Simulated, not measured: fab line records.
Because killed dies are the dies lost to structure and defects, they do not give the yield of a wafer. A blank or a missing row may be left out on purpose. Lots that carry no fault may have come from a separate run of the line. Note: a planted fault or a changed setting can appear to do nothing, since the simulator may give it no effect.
Matching of chambers	flow nand-harc	4 sister chambers for NHARC_A_CHANNEL_FILL_D1_ETCHBACK_19 on rie-si-05
The step etches the open film in HBr/Cl2, target depth 5 nm, time 1.7 s. 4 wafers are shown with their chamber, then 9 later ones without.

WAFERS, EACH WITH ITS CHAMBER
wafer	chamber	drypump-motor-current-A (A)
L087.6	2	6.7
L090.2	3	5.5
L090.3	0	5.7
L090.6	1	6.0

WAFERS WHOSE CHAMBER IS MISSING
wafer	drypump-motor-current-A (A)
L093.2	5.5
L093.3	5.7
L093.6	5.7
L096.2	6.1
L096.3	5.5
L096.4	6.6
L095.3	5.5
L095.5	5.7
L095.6	5.5

WHICH CHAMBER EACH ONE RAN IN
wafer	from the rows above	in truth
L093.2	3	3
L093.3	0	0
L093.6	0	0
L096.2	1	1
L096.3	3	3
L096.4	2	2
L095.3	3	3
L095.5	0	0
L095.6	3	3
Correct placement for 9 of the 9. Not placeable from these rows: 0. Wrongly placed: 0.
How it was worked out, from the rows above alone: a wafer's distance from a chamber is the root of the sum, over the readings, of the square of ((its reading less the chamber's mean) divided by the reading's scatter). The wafer belongs to the nearest chamber; if the next one is less than 2 further off, it can't be placed. Each chamber's mean is taken over the wafers shown for it. The scatter: root of mean squared gap, hidden wafer to nearest shown wafer, with one shown wafer a chamber.
